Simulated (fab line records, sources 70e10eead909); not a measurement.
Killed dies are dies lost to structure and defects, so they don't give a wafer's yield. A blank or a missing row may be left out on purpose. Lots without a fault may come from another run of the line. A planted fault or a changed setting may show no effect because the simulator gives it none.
A struck lot beside a sound one | flow nand_harc | 24 steps out of a route of 1302
Sound: wafers L982.2, L982.3, L982.4. Struck: wafers L993.2, L993.4, L993.5. The cause comes at the end.
At each step with rows: each side's tool, then ch and its chambers, then its first start. Under that, the readings that differ: sound wafers | struck wafers | difference of the means | sigmas: that difference in standard deviations of wafers without a fault.
alike: readings whose means differ by less than 2 such deviations, and words and numbers that are the same on both sides. not compared: withheld readings, readings that some wafer has no value for, bounds like >300 that may hide the same value, and numbers for which the record gives no deviation and whose values overlap.
The two part at a step that has a row with sigmas, a row that says differs or no value, or rows on one side only. Numbers that don't overlap but have no deviation are shown without sigmas and don't part them. A reading that every wafer of one side lacks parts them only if that side has two wafers or more.

NHARC_P_M1_INSPECT_27:
  sound on defect_inspect-02, day 8 17:12; struck on defect_inspect-01, day 13 11:53
  alike: raw_defect_count
NHARC_P_M1_PRE_CLEAN_32: time 12 s.
  sound on pecvd-02 ch 0,1,2, day 8 17:17; struck on pecvd-02 ch 0,1,2, day 13 11:58
  alike: heater_power_w
  not compared: since_wet_clean_h
NHARC_P_M1_DEP_33: deposits SiCN, target thk 30 nm.
  sound on pecvd-02 ch 0,1,2, day 8 17:23; struck on pecvd-02 ch 0,1,2, day 13 12:07
  alike: heater_power_w, showerhead_vpp_V
  not compared: since_wet_clean_h
then, 8 steps without rows for these wafers: NHARC_P_M2_DEP_00 (deposits SiOC, target thk 182.5 nm); NHARC_P_M2_DEHYDRATE_01 (time 120 s); NHARC_P_M2_HMDS_02 (time 30 s); NHARC_P_M2_COAT_34 (time 65 s); NHARC_P_M2_COAT_03 (resist thk 90 nm); NHARC_P_M2_SOFTBAKE_04 (time 55 s); NHARC_P_M2_EBR_05; NHARC_P_M2_EXPOSE_06 (exposes mask P M2, target cd 170 nm).
NHARC_P_M2_PEB_07: peb time 65 s.
  sound on litho_track-04 ch 0, day 8 18:31; struck on litho_track-06 ch 0, day 13 13:12
  reading                  | sound                | struck               | difference | sigmas
  heater_power_total_W (W) | 156.0 157.2 156.1    | 161.2 161.6 161.5    | +5.0       | +11
  plate_temp_C (C)         | 100.00 100.06 100.09 | 102.27 102.27 102.16 | +2.18      | +17
then, 1 step without rows for these wafers: NHARC_P_M2_DEVELOP_08 (develop time 35 s).
NHARC_P_M2_CD_MEAS_09: target cd 170 nm.
  sound on cd_sem-02 ch 0, day 8 18:36; struck on cd_sem-02 ch 0, day 13 13:17
  reading    | sound             | struck            | difference | sigmas
  cd_nm (nm) | 170.4 170.7 170.0 | 176.7 176.2 177.0 | +6.3       | +14
NHARC_P_M2_OVL_MEAS_10: pitch 340 nm.
  sound on overlay-01, day 8 18:41; struck on overlay-02, day 13 13:22
  alike: overlay_x_nm, overlay_y_nm
NHARC_P_M2_INSPECT_11:
  sound on defect_inspect-01, day 8 18:43; struck on defect_inspect-01, day 13 13:24
  alike: raw_defect_count
NHARC_P_M2_DESCUM_14: chemistry O2, time 3 s.
  sound on rie_diel-06 ch 0,2,3, day 8 18:47; struck on rie_diel-03 ch 1,2,3, day 13 13:28
  reading               | sound             | struck            | difference | sigmas
  model.P_M2.cd_nm (nm) | 169.8 169.6 168.9 | 176.9 176.6 177.7 | +7.6       |
  alike: drypump_motor_current_A, oes_product_au, rf_vpp_V, showerhead_plenum_p_Torr, throttle_valve_pct
  not compared: rf_hours_counter_h
NHARC_P_M2_ETCH_35: etches the open film in N2/H2, target depth 40 nm, overetch 12 nm, time 43.94 s.
  sound on rie_diel-06 ch 0,1,2, day 8 18:52; struck on rie_diel-03 ch 1,2, day 13 13:33
  alike: drypump_motor_current_A, h2_flow_sccm, oes_product_au, rf_vpp_V, showerhead_plenum_p_Torr, throttle_valve_pct
  not compared: rf_hours_counter_h
NHARC_P_M2_ETCH_15: etches the open film in C4F8/Ar, target depth 182.5 nm, time 91.2 s.
  sound on rie_diel-06 ch 0,1,3; struck on rie_diel-03 ch 0,2,3
  alike: oes_product_au, rf_vpp_V
  not compared: rf_hours_counter_h
NHARC_P_M2_CD_MEAS_16:
  sound on cd_sem-01, day 8 19:05; struck on cd_sem-03, day 13 13:46
  reading    | sound             | struck            | difference | sigmas
  cd_nm (nm) | 170.0 169.0 169.0 | 176.4 176.6 177.9 | +7.6       | +15
NHARC_P_M2_STRIP_18: strips in N2/H2.
  sound on rie_diel-03 ch 1,2,3, day 8 19:10; struck on rie_diel-03 ch 1,2, day 13 13:52
  alike: drypump_motor_current_A, h2_flow_sccm, oes_product_au, rf_vpp_V, showerhead_plenum_p_Torr, throttle_valve_pct
  not compared: rf_hours_counter_h
NHARC_P_M2_ETCH_28: etches the open film in CF4/N2, target depth 30 nm, time 72.99 s.
  sound on rie_diel-03 ch 0,1,3; struck on rie_diel-03 ch 1,2,3
  reading               | sound             | struck            | difference | sigmas
  model.P_M2.cd_nm (nm) | 168.9 168.9 168.8 | 176.6 176.7 177.9 | +8.2       |
  alike: drypump_motor_current_A, oes_product_au, rf_vpp_V, showerhead_plenum_p_Torr, throttle_valve_pct
  not compared: rf_hours_counter_h
then, 1 step without rows for these wafers: NHARC_P_M2_STRIP_19 (strips in post etch residue remover, time 600 s).
-- the record jumps here: 19 days lie between the struck wafers' starts before and after (it left off in module P_M2 and takes up again in module END, whose first step shown is number 1302 of the route) --
NHARC_END_SORT_01:
  sound on prober-02 ch 0, day 26 17:59; struck on prober-01 ch 0, day 32 06:24
  alike: defect_limited_yield, killed_at_array, killed_at_other, killed_at_periphery, killed_dies, killed_open, killed_short, sort_bin_2_pct, sort_bin_3_pct, sort_bin_4_pct, sort_n_pass, sort_rim_yield_pct, sort_yield_pct

WHERE THEY PART
First at NHARC_P_M2_PEB_07; last, within this record, at NHARC_P_M2_CD_MEAS_16. Later steps at which nothing parts them and some readings are alike: NHARC_P_M2_STRIP_18, NHARC_P_M2_ETCH_28, NHARC_END_SORT_01.

WHY: what the simulator had put in
Process parameter drift: litho_track-06, from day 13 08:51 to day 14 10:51, at NHARC_P_M2_PEB_07. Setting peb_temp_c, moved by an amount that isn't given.
